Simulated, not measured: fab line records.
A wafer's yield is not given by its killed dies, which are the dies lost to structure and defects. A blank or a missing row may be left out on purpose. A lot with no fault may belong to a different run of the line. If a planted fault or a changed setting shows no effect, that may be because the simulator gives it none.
Chamber matching || flow n5Finfet || rieDiel-04 running N5_FIN_SAQP_ETCH_67: 4 sister chambers
The step etches SiNx in CH3F/O2, target depth 30 nm. 4 wafers are shown with their chamber, then 8 later ones without.

== EACH WAFER AND ITS CHAMBER ==
{"wafer": "L089.6", "chamber": 2, "drypumpMotorCurrentA (A)": 5.1}
{"wafer": "L091.3", "chamber": 3, "drypumpMotorCurrentA (A)": 5.0}
{"wafer": "L091.5", "chamber": 1, "drypumpMotorCurrentA (A)": 5.8}
{"wafer": "L093.1", "chamber": 0, "drypumpMotorCurrentA (A)": 5.6}

== WAFERS WITHOUT THEIR CHAMBER ==
{"wafer": "L093.5", "drypumpMotorCurrentA (A)": 5.5}
{"wafer": "L093.6", "drypumpMotorCurrentA (A)": 5.8}
{"wafer": "L095.1", "drypumpMotorCurrentA (A)": 5.5}
{"wafer": "L095.3", "drypumpMotorCurrentA (A)": 5.0}
{"wafer": "L095.5", "drypumpMotorCurrentA (A)": 5.6}
{"wafer": "L096.2", "drypumpMotorCurrentA (A)": 5.0}
{"wafer": "L096.4", "drypumpMotorCurrentA (A)": 5.6}
{"wafer": "L096.6", "drypumpMotorCurrentA (A)": 5.5}

== CHAMBER TAKEN BY EACH ==
{"wafer": "L093.5", "from the rows above": 0, "in truth": 0}
{"wafer": "L093.6", "from the rows above": 1, "in truth": 1}
{"wafer": "L095.1", "from the rows above": 0, "in truth": 0}
{"wafer": "L095.3", "from the rows above": "can't be placed: 3 or 2", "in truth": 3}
{"wafer": "L095.5", "from the rows above": 0, "in truth": 0}
{"wafer": "L096.2", "from the rows above": "can't be placed: 3 or 2", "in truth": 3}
{"wafer": "L096.4", "from the rows above": 0, "in truth": 0}
{"wafer": "L096.6", "from the rows above": 0, "in truth": 0}
Placed correctly: 6 of 8. Cannot be placed on the basis of these rows: 2; the candidates contain the true chamber in 2. Number placed wrongly: 0.
How it was worked out, from the rows above alone: a wafer's distance from a chamber is the root of the sum, over the readings, of the square of ((its reading less the chamber's mean) divided by the reading's scatter). The wafer belongs to the nearest chamber; if the next one is less than 2 further off, it can't be placed. For every chamber, the mean is computed from those of its wafers that are shown. The scatter (one wafer shown for each chamber): square how far every hidden wafer sits from the nearest shown wafer, average those squares and take the square root.
